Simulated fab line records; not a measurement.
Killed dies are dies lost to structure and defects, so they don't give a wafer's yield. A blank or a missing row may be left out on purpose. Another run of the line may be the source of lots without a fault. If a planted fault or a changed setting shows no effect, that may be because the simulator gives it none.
fab line records | flow n5Finfet
record lots=6 | wafers=18 | lastDay=18
route steps=1938 shown BEOL_M13@1694 PASSIVATION@1936
lots that met no fault: taken from a fault-free run of the same line
startH: hours from the record's opening day to when the first of the lot's shown wafers began | waitH: hours from the lot's prior step to this one | " unchanged from the row above | L1.1+2: one row covering several wafers at once | - no value present, or no start provided | * or withheld: withheld | < > ~ a bound
route shown NAME@n: names a module that has steps shown in the file, with the first one's number in the route | usual: mean/standard deviation taken from wafers without a fault | same: alike in all rows | chamber/n: place in a boat | sites: readings site by site | _std_site: how widely they spread, as a standard deviation | _edge_site: mean of outer sites minus mean of inner sites | radiusMm: for every site, how far away it sits from the centre of the wafer | mask NAME#n: copy n | behind: the tool/chamber that last shaped the wafer | hold: why the lot went on hold/how many hours it stayed there/how the hold came to an end | device: the n, p or np transistor that did not switch | end of line: at the end of the route, the tests of the same wafers | a step with no rows: only its recipe | killed: dies that structure and defects cost at the first sort, which is not the same as the wafer's yield | map: a wafer's dies, marking killed ones x, the rest . and places with no die _
set.NAME: the setting that was run; set.NAME@STEP: the one run at that earlier step | model.NAME: the simulator's own value behind a step, which no gauge read
lots at selected steps of the route; one table per step, one row per wafer
services: the hour from which a tool's chamber was out of use, counted from the record's first day as startH (under 0 if before that day), plus the number of hours and why
## steps
# step N5_BEOL_M13_ETCH_68
# recipe chemistry=N2/H2 | target=SOC | maskMaterial=SiARC | sourceW=3000 | biasW=350 | tempC=40 | timeS=355 | ionEnergyEv=200 | pressureMtorr=30 | n2FlowSccm=200 | h2FlowSccm=200
# usual drypumpMotorCurrentA=5.8/0.43 | oesProductAu=0.74/0.078 | rfFwdPowerW=2994/8.7 | rfVppV=523.6/2.7 | showerheadPlenumPTorr=2.53/0.091 | throttleValvePct=17.84/0.18
lot.wafer | tool       | chamber | startH | waitH | drypumpMotorCurrentA | oesProductAu | rfFwdPowerW | rfHoursCounterH | rfVppV | showerheadPlenumPTorr | throttleValvePct
L894.1    | rieDiel-01 | 0       | 233.86 | 0.1   | 6.0                  | 0.78         | 3009        | 166             | 521.1  | 2.43                  | 17.92
L894.5    | "          | 1       | "      | "     | 6.5                  | 0.88         | 2995        | -               | 524.7  | 2.59                  | 17.75
L894.6    | "          | 2       | "      | "     | 6.0                  | 0.71         | 2989        | -               | 526.6  | 2.62                  | 17.91
L899.2    | rieDiel-02 | 1       | 277.86 | 0.1   | 6.2                  | 0.70         | 3003        | 217             | 524.8  | 2.59                  | 17.62
L899.3    | "          | 0       | "      | "     | 5.8                  | 0.72         | 3003        | 192             | 524.8  | 2.52                  | 17.70
L899.5    | "          | 2       | "      | "     | 5.0                  | 0.71         | 2987        | -               | 523.1  | 2.51                  | 17.76
L903.1    | rieDiel-02 | 3       | 297.97 | 0.1   | 5.9                  | 0.68         | 2976        | 235             | 520.1  | 2.42                  | 18.03
L903.3    | "          | 0       | "      | "     | 5.7                  | 0.71         | 3001        | 198             | 522.8  | 2.52                  | 17.70
L903.4    | "          | 2       | "      | "     | 4.9                  | 0.70         | 2991        | 221             | 522.8  | 2.51                  | 17.76
L908.1    | rieDiel-05 | 0       | 326.62 | 0.1   | 5.9                  | 0.80         | 2990        | 118             | 526.8  | 2.65                  | 17.74
L908.3    | "          | 1       | "      | "     | 5.7                  | 0.68         | 2979        | 217             | 521.4  | 2.40                  | 18.29
L908.4    | "          | 0       | "      | "     | 5.9                  | 0.79         | 2987        | -               | 527.5  | 2.65                  | 17.74
L914.3    | rieDiel-05 | 2       | 377.42 | 0.1   | 5.6                  | 0.91         | 2996        | 13              | 524.8  | 2.60                  | 17.38
L914.4    | "          | 0       | "      | "     | 5.9                  | 0.79         | 2996        | 130             | 528.6  | 2.65                  | 17.76
L914.6    | "          | 2       | "      | "     | 5.6                  | 0.91         | 3001        | -               | 525.3  | 2.60                  | 17.39
L916.1    | rieDiel-01 | 0       | 387.68 | 0.1   | 6.0                  | 0.72         | 2982        | 212             | 518.8  | 2.41                  | 17.98
L916.3    | "          | 2       | "      | "     | 6.0                  | 0.67         | 3010        | 247             | 525.8  | 2.60                  | 17.99
L916.5    | "          | 2       | "      | "     | 6.0                  | 0.68         | 2993        | -               | 526.1  | 2.60                  | 17.99
# step N5_BEOL_M13_STRIP_69
# recipe chemistry=N2/H2 | tempC=40 | n2FlowSccm=200 | h2FlowSccm=200 | rfFrequencyHz=6e+07
# step N5_BEOL_M13_TRENCH_ETCH_34
# recipe chemistry=C4F8/O2/Ar | target=SiOC | targetDepthA=4134.7 | maskMaterial=SOC | pressureMtorr=30 | sourceW=3000 | biasW=700 | Ar_flow_sccm=400 | C4F8_flow_sccm=15 | O2_flow_sccm=8 | heInnerTorr=15 | heOuterTorr=30 | timeS=162.6 | ionEnergyEv=250
# usual drypumpMotorCurrentA=5.8/0.42 | oesProductAu=0.74/0.077 | rfFwdPowerW=2991/10 | rfVppV=665/3.3 | showerheadPlenumPTorr=3.41/0.12 | throttleValvePct=24.25/0.2
lot.wafer | tool       | chamber | startH | waitH | drypumpMotorCurrentA | oesProductAu | rfFwdPowerW | rfHoursCounterH | rfVppV | showerheadPlenumPTorr | throttleValvePct
L894.1    | rieDiel-01 | 0       | 234.08 | 0.0   | 6.0                  | 0.77         | 2993        | 166             | 662    | 3.27                  | 24.35
L894.5    | "          | 1       | "      | "     | 6.5                  | 0.88         | 2985        | -               | 667    | 3.44                  | 23.98
L894.6    | "          | 2       | "      | "     | 5.9                  | 0.71         | 2982        | -               | 667    | 3.53                  | 24.43
L899.2    | rieDiel-02 | 1       | 278.08 | 0.0   | 6.2                  | 0.70         | 2994        | 217             | 668    | 3.52                  | 24.25
L899.3    | "          | 0       | "      | "     | 5.8                  | 0.72         | 2993        | 192             | 665    | 3.39                  | 24.08
L899.5    | "          | 2       | "      | "     | 4.9                  | 0.71         | 2999        | -               | 665    | 3.37                  | 24.05
L903.1    | rieDiel-02 | 3       | 298.19 | 0.0   | 5.9                  | 0.67         | 3012        | 235             | 661    | 3.24                  | 24.26
L903.3    | "          | 0       | "      | "     | 5.7                  | 0.70         | 2984        | 198             | 665    | 3.39                  | 24.07
L903.4    | "          | 2       | "      | "     | 5.0                  | 0.70         | 3004        | 221             | 665    | 3.37                  | 24.05
L908.1    | rieDiel-05 | 0       | 326.84 | 0.0   | 5.9                  | 0.80         | 2990        | 118             | 668    | 3.57                  | 24.31
L908.3    | "          | 1       | "      | "     | 5.7                  | 0.69         | 3003        | 217             | 661    | 3.27                  | 24.77
L908.4    | "          | 0       | "      | "     | 5.9                  | 0.80         | 2992        | -               | 670    | 3.57                  | 24.32
L914.3    | rieDiel-05 | 2       | 377.64 | 0.0   | 5.6                  | 0.90         | 2984        | 13              | 668    | 3.51                  | 23.97
L914.4    | "          | 0       | "      | "     | 5.9                  | 0.78         | 2978        | 130             | 669    | 3.56                  | 24.35
L914.6    | "          | 2       | "      | "     | 5.7                  | 0.90         | 2995        | -               | 668    | 3.51                  | 23.98
L916.1    | rieDiel-01 | 0       | 387.90 | 0.0   | 6.0                  | 0.73         | 2980        | 213             | 662    | 3.25                  | 24.41
L916.3    | "          | 2       | "      | "     | 6.0                  | 0.67         | 2978        | 247             | 666    | 3.51                  | 24.49
L916.5    | "          | 2       | "      | "     | 5.9                  | 0.67         | 2990        | -               | 667    | 3.51                  | 24.50
# step N5_BEOL_M13_STRIP_70
# recipe chemistry=C4F8/O2/Ar | resist=SiARC | rfFrequencyHz=6e+07
# step N5_BEOL_M13_OCD_MEAS_35
# usual trenchDepthNm=411/7.2
lot.wafer | tool   | chamber | startH | waitH | trenchDepthNm
L894.1    | ocd-02 | -       | 234.25 | 0.0   | 411
L894.5    | "      | -       | "      | "     | 422
L894.6    | "      | -       | "      | "     | 400
L899.2    | ocd-01 | -       | 278.26 | 0.0   | 410
L899.3    | "      | -       | "      | "     | 417
L899.5    | "      | -       | "      | "     | 411
L903.1    | ocd-02 | -       | 298.36 | 0.0   | 400
L903.3    | "      | -       | "      | "     | 410
L903.4    | "      | -       | "      | "     | 404
L908.1    | ocd-02 | -       | 327.02 | 0.0   | 415
L908.3    | "      | -       | "      | "     | 404
L908.4    | "      | -       | "      | "     | 417
L914.3    | ocd-02 | -       | 377.82 | 0.0   | 412
L914.4    | "      | -       | "      | "     | 413
L914.6    | "      | -       | "      | "     | 410
L916.1    | ocd-01 | -       | 388.08 | 0.0   | 408
L916.3    | "      | -       | "      | "     | 393
L916.5    | "      | -       | "      | "     | 396
# step N5_BEOL_M13_STRIP_37
# recipe chemistry=N2/H2 | powerW=1000 | tempC=250 | h2Frac=0.65 | overashFraction=0.3 | pressureMtorr=withheld | n2FlowSccm=1750 | h2FlowSccm=3250
# step N5_BEOL_M13_ETCH_38
# recipe chemistry=CF4/N2 | target=SiCN | targetDepthA=675 | taperDeg=2 | timeS=71.9 | ionEnergyEv=150 | maskMaterial=SiO2 | pressureMtorr=40 | sourceW=430 | biasW=70 | Ar_flow_sccm=100 | cf4FlowSccm=60 | n2FlowSccm=60
# usual drypumpMotorCurrentA=5.8/0.42 | oesProductAu=0.73/0.063 | rfFwdPowerW=428.1/1.3 | rfVppV=382.3/1.9 | showerheadPlenumPTorr=2.21/0.074 | throttleValvePct=15.54/0.16
lot.wafer | tool       | chamber | startH | waitH | drypumpMotorCurrentA | oesProductAu | rfFwdPowerW | rfHoursCounterH | rfVppV | showerheadPlenumPTorr | throttleValvePct
L894.1    | rieDiel-02 | 1       | 235.42 | -     | 6.2                  | 0.71         | 428.6       | 206             | 383.4  | 2.27                  | 15.53
L894.5    | "          | 2       | "      | "     | 5.0                  | 0.72         | 431.5       | -               | 381.1  | 2.18                  | 15.36
L894.6    | "          | 1       | "      | "     | 6.1                  | 0.72         | 427.8       | -               | 385.3  | 2.27                  | 15.51
L899.2    | rieDiel-05 | 1       | 282.03 | -     | 5.7                  | 0.68         | 428.4       | 202             | 380.3  | 2.10                  | 15.88
L899.3    | "          | 0       | "      | "     | 5.9                  | 0.81         | 428.8       | 102             | 385.5  | 2.31                  | 15.50
L899.5    | "          | 3       | "      | "     | 5.6                  | 0.69         | 426.9       | -               | 383.6  | 2.26                  | 15.59
L903.1    | rieDiel-01 | 0       | 300.08 | -     | 6.1                  | 0.74         | 427.9       | 185             | 378.2  | 2.11                  | 15.72
L903.3    | "          | 1       | "      | "     | 6.5                  | 0.83         | 429.1       | 77              | 383.2  | 2.23                  | 15.32
L903.4    | "          | 3       | "      | "     | 5.0                  | 0.70         | 430.0       | 230             | 379.0  | 2.10                  | 15.55
L908.1    | rieDiel-02 | 0       | 330.28 | -     | 5.7                  | 0.70         | 428.6       | 207             | 381.8  | 2.19                  | 15.47
L908.3    | "          | 3       | "      | "     | 5.9                  | 0.66         | 429.8       | 243             | 379.0  | 2.09                  | 15.65
L908.4    | "          | 2       | "      | "     | 5.0                  | 0.70         | 429.0       | 230             | 382.4  | 2.17                  | 15.43
L914.3    | rieDiel-02 | 3       | 378.51 | -     | 5.9                  | 0.96         | 427.0       | 4               | 385.4  | 2.35                  | 15.19
L914.4    | "          | 1       | "      | "     | 6.2                  | 0.69         | 427.6       | 247             | 384.3  | 2.26                  | 15.58
L914.6    | "          | 1       | "      | "     | 6.2                  | 0.69         | 427.7       | -               | 383.0  | 2.26                  | 15.61
L916.1    | rieDiel-02 | 0       | 388.20 | -     | 5.7                  | 0.70         | 427.3       | 224             | 380.4  | 2.18                  | 15.50
L916.3    | "          | 3       | "      | "     | 5.9                  | 0.95         | 427.1       | 7               | 384.6  | 2.35                  | 15.20
L916.5    | "          | 3       | "      | "     | 5.9                  | 0.94         | 429.0       | -               | 384.0  | 2.35                  | 15.20
# step N5_BEOL_M13_PRECLEAN_39
# recipe chemistry=residueRemover | timeS=60 | tempC=40
# step N5_BEOL_M13_SRD_40
# recipe timeS=30 | tempC=23 | rinseLiquid=diw | dry=n2Spin | spinRpm=1500 | dryTimeS=30
# step N5_BEOL_M13_DEGAS_41
# recipe ambient=vacuum | tempC=250 | timeS=60
# step N5_BEOL_M13_PRE_CLEAN_42
# recipe gas=H2/He | timeS=30 | tempC=250
# step N5_BEOL_M13_SPUTTER_43
# recipe material=TaN | targetThkA=150 | tempC=50 | biasV=168.6 | powerW=15000 | chamberPressurePa=0.12 | timeS=24.19
# usual throttleValvePct=30.2/0.6
lot.wafer | tool          | chamber | startH | waitH | throttleValvePct
L894.1    | pvdSputter-01 | -       | 236.41 | 0.0   | 29.8
L894.5    | "             | -       | "      | "     | 30.2
L894.6    | "             | -       | "      | "     | 29.6
L899.2    | pvdSputter-01 | -       | 282.61 | 0.0   | 29.3
L899.3    | "             | -       | "      | "     | 30.3
L899.5    | "             | -       | "      | "     | 30.1
L903.1    | pvdSputter-01 | -       | 301.02 | 0.0   | 30.1
L903.3    | "             | -       | "      | "     | 30.1
L903.4    | "             | -       | "      | "     | 30.0
L908.1    | pvdSputter-02 | -       | 331.37 | 0.0   | 30.3
L908.3    | "             | -       | "      | "     | 31.5
L908.4    | "             | -       | "      | "     | 30.4
L914.3    | pvdSputter-03 | -       | 379.17 | 0.0   | 30.1
L914.4    | "             | -       | "      | "     | 29.5
L914.6    | "             | -       | "      | "     | 29.7
L916.1    | pvdSputter-02 | -       | 389.58 | 0.0   | 30.5
L916.3    | "             | -       | "      | "     | 30.8
L916.5    | "             | -       | "      | "     | 31.3
# step N5_BEOL_M13_SPUTTER_44
# recipe material=Ta | targetThkA=100 | tempC=50 | biasV=80 | powerW=15000 | chamberPressurePa=0.07 | timeS=16.13
# usual throttleValvePct=30.2/0.6
lot.wafer | tool          | chamber | startH | waitH | throttleValvePct | model.Ta_of_BEOL_M13_SPUTTER_44.thkNm
L894.1    | pvdSputter-01 | -       | 236.49 | 0.0   | 29.8             | 9.8
L894.5    | "             | -       | "      | "     | 30.2             | 10
L894.6    | "             | -       | "      | "     | 29.8             | 9.8
L899.2    | pvdSputter-01 | -       | 282.69 | 0.0   | 29.7             | 9.6
L899.3    | "             | -       | "      | "     | 30.1             | 9.6
L899.5    | "             | -       | "      | "     | 30.2             | 9.4
L903.1    | pvdSputter-01 | -       | 301.10 | 0.0   | 30.4             | 9.6
L903.3    | "             | -       | "      | "     | 30.3             | 9.8
L903.4    | "             | -       | "      | "     | 29.7             | 9.6
L908.1    | pvdSputter-02 | -       | 331.45 | 0.0   | 30.6             | 9.8
L908.3    | "             | -       | "      | "     | 31.3             | 9.8
L908.4    | "             | -       | "      | "     | 30.7             | 9.6
L914.3    | pvdSputter-03 | -       | 379.25 | 0.0   | 30.2             | 10
L914.4    | "             | -       | "      | "     | 29.7             | 10.2
L914.6    | "             | -       | "      | "     | 29.3             | 10.2
L916.1    | pvdSputter-02 | -       | 389.66 | 0.0   | 30.4             | 9.6
L916.3    | "             | -       | "      | "     | 30.3             | 10
L916.5    | "             | -       | "      | "     | 31.3             | 9.8
# step N5_BEOL_M13_SPUTTER_45
# recipe material=Cu | targetThkA=800 | tempC=-20 | biasV=60 | powerW=26000 | chamberPressurePa=0.13 | timeS=13.33
# usual throttleValvePct=30.1/0.61
lot.wafer | tool          | chamber | startH | waitH | throttleValvePct
L894.1    | pvdSputter-01 | -       | 236.57 | 0.0   | 29.7
L894.5    | "             | -       | "      | "     | 30.1
L894.6    | "             | -       | "      | "     | 29.5
L899.2    | pvdSputter-01 | -       | 282.77 | 0.0   | 29.5
L899.3    | "             | -       | "      | "     | 30.2
L899.5    | "             | -       | "      | "     | 30.3
L903.1    | pvdSputter-01 | -       | 301.18 | 0.0   | 30.2
L903.3    | "             | -       | "      | "     | 30.2
L903.4    | "             | -       | "      | "     | 29.3
L908.1    | pvdSputter-02 | -       | 331.53 | 0.0   | 30.4
L908.3    | "             | -       | "      | "     | 31.5
L908.4    | "             | -       | "      | "     | 30.5
L914.3    | pvdSputter-03 | -       | 379.33 | 0.0   | 30.1
L914.4    | "             | -       | "      | "     | 29.5
L914.6    | "             | -       | "      | "     | 29.5
L916.1    | pvdSputter-02 | -       | 389.74 | 0.0   | 30.2
L916.3    | "             | -       | "      | "     | 30.1
L916.5    | "             | -       | "      | "     | 31.5
# step N5_PASSIVATION_PROBE_49
# usual defectLimitedYield=91.0/1.3 | killed_at_M0_to_M3=36/9.5 | killed_at_M4_up=14/5.6 | killedAtContacts=12/6.4 | killedAtFrontEnd=40/10 | killedAtOther=3.2/3 | killedDies=107/15 | killedOpen=69/12 | killedShort=35/7.7 | sort_bin_5_function=5.3/0.91 | sort_bin_6_memory=3.3/0.65 | sortNPass=1073/15 | sortYieldPct=91.0/1.3
# same grossDies=1180 | killedAtBackSide=0 | sort_bin_4_leakage[%]=0 | sort_bin_8_speed[%]=0
lot.wafer | tool      | chamber | startH | waitH | defectLimitedYield[%] | killed_at_M0_to_M3 | killed_at_M4_up | killedAtContacts | killedAtFrontEnd | killedAtOther | killedDies | killedOpen | killedShort | sort_bin_5_function[%] | sort_bin_6_memory[%] | sortNPass | sortYieldPct[%]
L894.1    | prober-02 | -       | 270.11 | 0.0   | 91.5                  | 29                 | 10              | 4                | 52               | 5             | 100        | 71         | 29          | 5.4                    | 2.8                  | 1080      | 91.5
L894.5    | prober-02 | -       | 270.31 | 0.2   | 92.5                  | 24                 | 16              | 11               | 28               | 10            | 89         | 59         | 30          | 4.3                    | 3.0                  | 1091      | 92.5
L894.6    | prober-02 | -       | 270.36 | 0.3   | 93.9                  | 28                 | 9               | 11               | 24               | 0             | 72         | 52         | 19          | 3.3                    | 2.4                  | 1108      | 93.9
L903.1    | prober-02 | -       | 332.97 | 0.5   | 90.3                  | 38                 | 13              | 19               | 41               | 3             | 114        | 81         | 33          | 5.4                    | 4.0                  | 1066      | 90.3
L903.3    | prober-02 | -       | 333.07 | 0.6   | 92.0                  | 34                 | 23              | 11               | 24               | 2             | 94         | 57         | 33          | 4.3                    | 3.3                  | 1086      | 92.0
L903.4    | prober-02 | -       | 333.12 | 0.7   | 90.7                  | 51                 | 12              | 13               | 34               | 0             | 110        | 66         | 41          | 5.3                    | 3.6                  | 1070      | 90.7
L908.3    | prober-02 | -       | 358.26 | 0.1   | 89.6                  | 44                 | 15              | 8                | 53               | 3             | 123        | 79         | 41          | 6.3                    | 3.5                  | 1057      | 89.6
L914.3    | prober-01 | -       | 405.40 | 0.1   | 91.2                  | 44                 | 12              | 11               | 34               | 3             | 104        | 59         | 44          | 5.7                    | 2.5                  | 1076      | 91.2
L914.4    | prober-01 | -       | 405.45 | 0.2   | 92.3                  | 31                 | 8               | 4                | 39               | 9             | 91         | 57         | 32          | 4.5                    | 3.1                  | 1089      | 92.3
L914.6    | prober-01 | -       | 405.55 | 0.3   | 90.9                  | 32                 | 15              | 10               | 48               | 2             | 107        | 64         | 31          | 5.1                    | 3.1                  | 1073      | 90.9
# killed by level:class
L894.1 STI_FIN_REVEAL:geometricParticle:open=24 FIN_SAQP:geometricParticle:open=10 BEOL_M2:geometricParticle:open=10 BEOL_M0_SAQP:geometricParticle:short=7 BEOL_M4:geometricParticle:open=7 STI_FIN_REVEAL:geometricParticle:short=5 BEOL_M0_SAQP:geometricParticle:open=5 STARTING-WAFER:geometricParticle:short=3
L894.5 MOL_CONTACT_COAG:geometricParticle:open=9 BEOL_M1:geometricParticle:open=8 FIN_SAQP:geometricParticle:short=6 BEOL_M4:geometricParticle:open=6 FIN_SAQP:geometricParticle:open=5 BEOL_M3:geometricParticle:open=5 BEOL_M4:geometricParticle:short=5 BEOL_M0_SAQP:geometricParticle:short=3
L894.6 BEOL_M2:geometricParticle:open=12 MOL_CONTACT_COAG:geometricParticle:open=8 FIN_SAQP:geometricParticle:open=6 BEOL_M4:geometricParticle:open=6 STI_FIN_REVEAL:geometricParticle:open=4 DUMMY_GATE:geometricParticle:open=4 STI_FIN_REVEAL:geometricParticle:short=3 MOL_CONTACT_COAG:geometricParticle:short=3
L903.1 FIN_SAQP:geometricParticle:open=13 MOL_CONTACT_COAG:geometricParticle:open=13 BEOL_M3:geometricParticle:open=11 FIN_SAQP:geometricParticle:short=8 MOL_CONTACT_COAG:geometricParticle:short=6 BEOL_M1:geometricParticle:open=6 BEOL_M0_SAQP:geometricParticle:open=5 BEOL_M2:geometricParticle:open=5
L903.3 MOL_CONTACT_COAG:geometricParticle:open=8 BEOL_M3:geometricParticle:open=8 BEOL_M5:geometricParticle:open=7 BEOL_M0_SAQP:geometricParticle:short=6 BEOL_M0_SAQP:geometricParticle:open=6 BEOL_M1:geometricParticle:open=6 STI_FIN_REVEAL:geometricParticle:open=5 STARTING-WAFER:geometricParticle:open=4
L903.4 MOL_CONTACT_COAG:geometricParticle:open=10 BEOL_M3:geometricParticle:open=10 BEOL_M1:geometricParticle:open=9 BEOL_M0_SAQP:geometricParticle:short=8 FIN_SAQP:geometricParticle:open=7 STI_FIN_REVEAL:geometricParticle:open=6 BEOL_M0_SAQP:geometricParticle:open=6 BEOL_M3:geometricParticle:short=6
L908.3 STI_FIN_REVEAL:geometricParticle:open=16 BEOL_M1:geometricParticle:short=10 FIN_SAQP:geometricParticle:open=9 BEOL_M2:geometricParticle:open=8 BEOL_M4:geometricParticle:open=7 BEOL_M0_SAQP:geometricParticle:short=7 MOL_CONTACT_COAG:geometricParticle:open=6 FIN_SAQP:geometricParticle:short=5
L914.3 BEOL_M0_SAQP:geometricParticle:short=11 FIN_SAQP:geometricParticle:short=8 BEOL_M0_SAQP:geometricParticle:open=7 BEOL_M3:geometricParticle:open=7 GATE_CUT:geometricParticle:short=7 MOL_CONTACT_COAG:geometricParticle:open=6 BEOL_M1:geometricParticle:open=6 FIN_SAQP:geometricParticle:open=5
L914.4 FIN_SAQP:geometricParticle:short=8 BEOL_M3:geometricParticle:open=7 FIN_SAQP:geometricParticle:open=6 BEOL_M1:geometricParticle:open=6 GATE_CUT:geometricParticle:open=5 BEOL_M0_SAQP:geometricParticle:short=5 GATE_CUT:geometricParticle:short=4 ILD0:geometricParticle:open=4
L914.6 BEOL_M0_SAQP:geometricParticle:open=9 FIN_SAQP:geometricParticle:open=8 MOL_CONTACT_COAG:geometricParticle:open=8 BEOL_M1:geometricParticle:open=8 HKMG_FIN:areaEtch=8 DUMMY_GATE:geometricParticle:open=6 FIN_SAQP:geometricParticle:short=4 SPACER0:geometricParticle:short=4
## services
tool          | chamber | startH | hours | kind
pvdSputter-01 | -       | 265.37 | 5.6   | repair
rieDiel-05    | 3       | 291.67 | -     | clean
rieDiel-05    | 3       | 291.67 | -     | consumableReplace:focusRing
rieDiel-05    | 3       | 291.67 | 12.5  | scheduledDown
rieDiel-05    | 3       | 291.67 | 12.5  | ventCycle
rieDiel-05    | 2       | 312.84 | -     | clean
rieDiel-05    | 2       | 312.84 | -     | consumableReplace:focusRing
rieDiel-05    | 2       | 312.84 | 16.0  | scheduledDown
rieDiel-05    | 2       | 312.84 | 16.0  | ventCycle
pvdSputter-02 | -       | 350.92 | 15.4  | repair
rieDiel-02    | 3       | 351.18 | -     | clean
rieDiel-02    | 3       | 351.18 | -     | consumableReplace:focusRing
rieDiel-02    | 3       | 351.18 | -     | consumableReplace:showerhead
rieDiel-02    | 3       | 351.18 | 16.0  | scheduledDown
rieDiel-02    | 3       | 351.18 | 16.0  | ventCycle
pvdSputter-01 | -       | 363.81 | 5.6   | repair
rieDiel-05    | 0       | 365.70 | 8.6   | repair
pvdSputter-02 | -       | 366.68 | 18.9  | repair
rieDiel-01    | 3       | 374.08 | -     | clean
rieDiel-01    | 3       | 374.08 | -     | consumableReplace:focusRing
rieDiel-02    | 1       | 388.20 | -     | clean
rieDiel-02    | 1       | 388.20 | -     | consumableReplace:focusRing
rieDiel-02    | 1       | 388.20 | 15.5  | scheduledDown
rieDiel-02    | 1       | 388.20 | 15.5  | ventCycle
## key
firstSign none at tools or gauges
modelEffect step=N5_BEOL_M13_SPUTTER_44 | value=Ta_of_BEOL_M13_SPUTTER_44.thkNm | without=10.1 | struck=9.6
metAt N5_BEOL_M13_SPUTTER_44
struckWafers L899.2,L899.3,L899.5,L903.1,L903.3,L903.4
onsetBetween 236.49 282.69
alsoFits N5_BEOL_M13_ETCH_68:rieDiel-02,N5_BEOL_M13_TRENCH_ETCH_34:rieDiel-02,N5_BEOL_M13_SPUTTER_43:pvdSputter-01
fault kind=processParameterDrift | tool=pvdSputter-01 | chamber=- | onsetH=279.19 | steps=N5_BEOL_M13_SPUTTER_44 | channel=timeS | offset=* | shape=step | endH=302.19 | actsIn=* | stated=*
